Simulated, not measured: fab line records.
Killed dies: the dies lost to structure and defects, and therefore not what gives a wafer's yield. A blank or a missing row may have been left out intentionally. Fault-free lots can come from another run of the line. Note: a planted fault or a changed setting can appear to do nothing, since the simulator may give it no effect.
Comparing a struck lot with a sound one :: flow nandHarc :: 15 steps out of a route of 1302
Sound: the wafers L200.2, L200.3, L200.6. Wafers L185.1, L185.3, L185.6 were the ones struck. At the end, the cause is stated.
Each step with rows lists, per side, the tool, then ch with its chambers, then its first start. Under that, the readings that differ: sound wafers :: struck wafers :: difference of the means :: sigmas: that difference in standard deviations of wafers without a fault.
alike: readings whose means differ by less than 2 such deviations, and words and numbers that are the same on both sides. not compared: withheld readings, readings that some wafer has no value for, bounds like >300 that may hide the same value, and numbers for which the record gives no deviation and whose values overlap.
Wherever a step has rows on one side only, a row that says differs or no value, or a row with sigmas, the two part there. Numbers that have no deviation but don't overlap get no sigmas and don't part them. A reading that every wafer of one side lacks parts them only if that side has two wafers or more.

first, 3 steps without rows for these wafers: NHARC_A_CONTACT_EXPOSE_66 (exposes mask A CC 2); NHARC_A_CONTACT_PEB_67 (peb time 65 s); NHARC_A_CONTACT_DEVELOP_68 (develop time 35 s).
NHARC_A_CONTACT_CD_MEAS_69: the cd target is 300 nm.
  sound on cdSem-03 ch 0, day 30 13:17; struck on cdSem-03 ch 0, day 24 16:01
  alike: cdNm
NHARC_A_CONTACT_OVL_MEAS_70:
  sound on overlay-02 at day 30 13:22; struck on overlay-01 at day 24 16:07
  alike: overlayXNm, overlayYNm
NHARC_A_CONTACT_INSPECT_71:
  sound on defectInspect-02 at day 30 13:25; struck on defectInspect-01 at day 24 16:08
  alike: rawDefectCount
NHARC_A_CONTACT_DESCUM_74: chemistry O2, time 3 s.
  sound on rieDiel-03 ch 0,1,2, day 30 13:28; struck on rieDiel-03 ch 2,3, day 24 16:13
  alike: drypumpMotorCurrentA, oesProductAu, rfVppV, showerheadPlenumPTorr, throttleValvePct
  not compared: rfHoursCounterH
then, 1 step without rows for these wafers: NHARC_A_CONTACT_ETCH_75 (etches the open film in CF4, target depth 39 nm, time 65 s).
NHARC_A_CONTACT_ETCH_76: etches the open film in N2/H2, target depth 260 nm, time 475.3 s.
  sound on rieDiel-03 ch 0,1,3; struck on rieDiel-03 ch 0,2
  alike: biasW, chamberPressureMTorr, drypumpMotorCurrentA, oesProductAu, rfVppV, showerheadPlenumPTorr, throttleValvePct
  not compared: rfHoursCounterH
NHARC_A_CONTACT_ETCH_77: etches the open film in CF4/CHF3, target depth 108.9 nm, time 54.5 s.
  sound on rieDiel-03 ch 0,1; struck on rieDiel-03 ch 0,1,2
  alike: biasW, cf4FlowSccm, drypumpMotorCurrentA, oesProductAu, rfVppV, showerheadPlenumPTorr, throttleValvePct
  not compared: rfHoursCounterH
NHARC_A_CONTACT_ETCH_78: etches the open film in O2/COS, target depth 5300 nm, time 1378 s.
  sound on rieDiel-03 ch 1,2; struck on rieDiel-03 ch 0,3
reading: biasW (W)
sound: 299.1 298.9 298.4
struck: 301.2 301.3 302.2
difference: +2.8
sigmas: +3
  alike: chamberPressureMTorr, drypumpMotorCurrentA, oesProductAu, rfVppV, showerheadPlenumPTorr, throttleValvePct
  not compared: rfHoursCounterH
NHARC_A_CONTACT_ETCH_124: etches the open film in C4F8/O2/Ar, time 140 s, target depth 700 nm.
  sound on harCapEtch-02 ch 0,1, day 30 15:08; struck on harCapEtch-01 ch 0,1, day 24 17:45
  alike: chamberPressureMTorr, oesAirLineAu
  not compared: rfHoursCounterH
NHARC_A_CONTACT_ETCH_125: etches the open film in C4F8/O2/Ar, time 197 s, target depth 1918 nm.
  sound on harCapEtch-02 ch 0,1, day 30 15:20; struck on harCapEtch-01 ch 0,1, day 24 17:57
  no value came back on the struck wafers for chamberPressureMTorr (mTorr), oesAirLineAu (a.u.); on the sound wafers chamberPressureMTorr (mTorr) reads 19.993 20.010 19.995
  not compared: rfHoursCounterH
then, 1 step without rows for these wafers: NHARC_A_CONTACT_ETCH_126 (etches the open film in C4F8/O2/Ar, time 197 s, target depth 1918 nm).
-- record jumps: 2 days between struck wafers' starts before vs after; left off in module A_CONTACT, resumes in module END, first step shown is number 1302 of the route --
NHARC_END_SORT_01:
  the record has rows for the struck wafers here (prober-01 ch 0, day 27 05:22) and none for the sound ones

== WHERE THEY PART ==
First at NHARC_A_CONTACT_ETCH_78; last, within this record, at NHARC_END_SORT_01.

WHY: whatever the simulator had introduced
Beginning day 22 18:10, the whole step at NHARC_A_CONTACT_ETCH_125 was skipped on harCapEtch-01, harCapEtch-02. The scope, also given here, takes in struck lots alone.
